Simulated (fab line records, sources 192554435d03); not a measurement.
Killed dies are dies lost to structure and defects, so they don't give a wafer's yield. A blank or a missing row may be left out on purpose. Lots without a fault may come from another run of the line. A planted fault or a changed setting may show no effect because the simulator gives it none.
One fault seen from 2 desks | flow n5_finfet | each desk has only its own numbers; what lay behind them comes last

THE TOOL OWNER'S DESK: pvd_sputter-01
The tool's own readings at N5_BEOL_M4_SPUTTER_96 (material Cu, target thk 4.5 nm, time 8.29 s): means of the sampled wafers that have a number, for each lot that ran on this tool. A lot is out of limits, marked OUT, if its mean lies more than 4 standard deviations from the usual mean; the brackets give that distance.
Columns: A = throttle_valve_pct at N5_BEOL_M4_SPUTTER_96, usual 29.8 %
lot  | first seen here | A
L618 | day 11 02:54    | 29.7
L619 | day 11 08:43    | 30.6
L623 | day 12 00:43    | 30.2
L626 | day 12 10:52    | 29.3
L639 | day 15 21:19    | 30.0
L638 | day 16 12:29    | 29.3
This desk's finding: nothing out of limits on any of the 6 lots.

THE METROLOGY DESK
What the gauges read, lot by lot, whatever tool the lot ran on: means of the sampled wafers that have a number. A lot is out of limits, marked OUT, if its mean lies more than 4 standard deviations from the usual mean; the brackets give that distance.
Columns: A = cd_nm at N5_PASSIVATION_CD_MEAS_10, usual 2999.1 nm
lot  | first seen here | A
L617 | day 13 11:55    | 2999.4
L618 | day 14 22:55    | 3000.4
L619 | day 15 03:50    | 3000.0
L621 | day 15 20:38    | 2999.1
L623 | day 16 09:13    | 2998.5
L624 | day 16 09:47    | 2999.4
L626 | day 16 12:55    | 3001.3
L625 | day 16 20:00    | 3000.3
L629 | day 17 12:19    | 2998.0
L639 | day 19 22:47    | 2998.1
L638 | day 20 19:34    | 3000.3
This desk's finding: nothing out of limits on any of the 11 lots.

PUT TOGETHER
The tool owner's desk saw nothing out of limits.
The metrology desk saw nothing out of limits.

WHAT THE SIMULATOR HAD PUT IN
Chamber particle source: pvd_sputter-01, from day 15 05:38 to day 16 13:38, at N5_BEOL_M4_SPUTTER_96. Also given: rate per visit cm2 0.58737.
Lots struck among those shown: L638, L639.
